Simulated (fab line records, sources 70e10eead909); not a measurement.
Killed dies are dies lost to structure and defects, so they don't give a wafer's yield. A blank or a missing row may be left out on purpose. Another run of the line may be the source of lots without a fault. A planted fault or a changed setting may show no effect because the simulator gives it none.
The tool behind it: which one? / flow nandHarc / at 1 step of a route of 1302, 12 lots with 36 wafers sampled

== WHAT THE GAUGES SHOWED, per wafer ==
NHARC_A_ONON_D1_THK_MEAS_21: measures by ellipsometry.
lot=L074; measured=day 8 15:31; on=filmMetro-01; thkNm (nm)=1012 1011 1013
lot=L077; measured=day 9 20:40; on=filmMetro-01; thkNm (nm)=986 986 986
lot=L079; measured=day 10 14:51; on=filmMetro-02; thkNm (nm)=980 980 978
lot=L080; measured=day 11 00:51; on=filmMetro-01; thkNm (nm)=988 988 987
lot=L083; measured=day 12 04:43; on=filmMetro-02; thkNm (nm)=1001 1002 1002
lot=L085; measured=day 13 00:49; on=filmMetro-01; thkNm (nm)=1015 1013 1014
lot=L087; measured=day 14 02:58; on=filmMetro-02; thkNm (nm)=1000 1001 999
lot=L089; measured=day 14 07:48; on=filmMetro-01; thkNm (nm)=1016 1017 1019
lot=L091; measured=day 15 07:30; on=filmMetro-01; thkNm (nm)=998 1000 999
lot=L092; measured=day 16 08:32; on=filmMetro-01; thkNm (nm)=1011 1013 1013
lot=L096; measured=day 17 06:23; on=filmMetro-02; thkNm (nm)=1006 1005 1004
lot=L097; measured=day 17 12:49; on=filmMetro-02; thkNm (nm)=994 994 992

== EACH LOT AND THE TOOL THAT RAN IT (in order: tool; ch and the chambers of the sampled wafers; start) ==
Record: no process step prior to these readings.

== THE ANSWER, worked out from the rows above alone ==
Rule: what is usual is taken from the lots themselves. The widest of any qualifying gaps counts: lots, ordered by their means at a reading, are off when they make up no more than a third of the lots, leave a main group of 4 or more, and stand apart from it by 3 or more times the standard deviation of that group's means. A main group whose means are all the same, to the digits that the tables above print for the reading, isn't used. Also off: a lot with no number at a reading for which 4 or more lots have one. The other lots that the step has rows for count as sound.
No lot is off on any of the readings shown, so nothing can be concluded from this.

== WHAT HAD BEEN PUT IN BY THE SIMULATOR ==
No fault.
